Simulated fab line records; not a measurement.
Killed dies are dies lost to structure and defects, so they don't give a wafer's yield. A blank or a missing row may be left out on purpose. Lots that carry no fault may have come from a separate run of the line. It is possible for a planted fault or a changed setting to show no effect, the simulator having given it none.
Chamber matching | flow n5Finfet | 4 sister chambers for N5_BEOL_M11_STRIP_36 on rieDiel-04
The step strips in N2/H2. 4 wafers are shown with their chamber, then 10 later ones without.

## WAFERS PAIRED WITH THEIR CHAMBERS
wafer  | chamber | drypumpMotorCurrentA (A)
L087.5 | 3       | 6.2
L089.1 | 0       | 5.9
L091.2 | 1       | 5.3
L091.4 | 2       | 5.2

## WAFERS MISSING THEIR CHAMBER
wafer  | drypumpMotorCurrentA (A)
L091.6 | 5.9
L094.3 | 5.9
L094.4 | 5.2
L094.6 | 5.2
L096.2 | 5.1
L096.3 | 5.9
L096.5 | 5.3
L097.1 | 5.3
L097.4 | 5.9
L097.5 | 6.3

## CHAMBER TAKEN BY EACH
wafer  | from the rows above | in truth
L091.6 | 0                   | 0
L094.3 | 0                   | 0
L094.4 | 2                   | 2
L094.6 | 2                   | 2
L096.2 | 2                   | 2
L096.3 | 0                   | 0
L096.5 | 1                   | 1
L097.1 | 1                   | 1
L097.4 | 0                   | 0
L097.5 | 3                   | 3
Placed correctly: 10 of 10. Left unplaced by these rows: 0. 0 placed wrongly.
How it was worked out, from the rows above alone: a wafer's distance from a chamber is the root of the sum, over the readings, of the square of ((its reading less the chamber's mean) divided by the reading's scatter). If the next closest chamber is less than 2 further off than the closest, the wafer can't be placed; otherwise it belongs to the closest. The mean given for a chamber averages the wafers shown for that chamber. The scatter: with one shown wafer a chamber, the root of the mean of the squares of how far each hidden wafer lies from its nearest shown one.
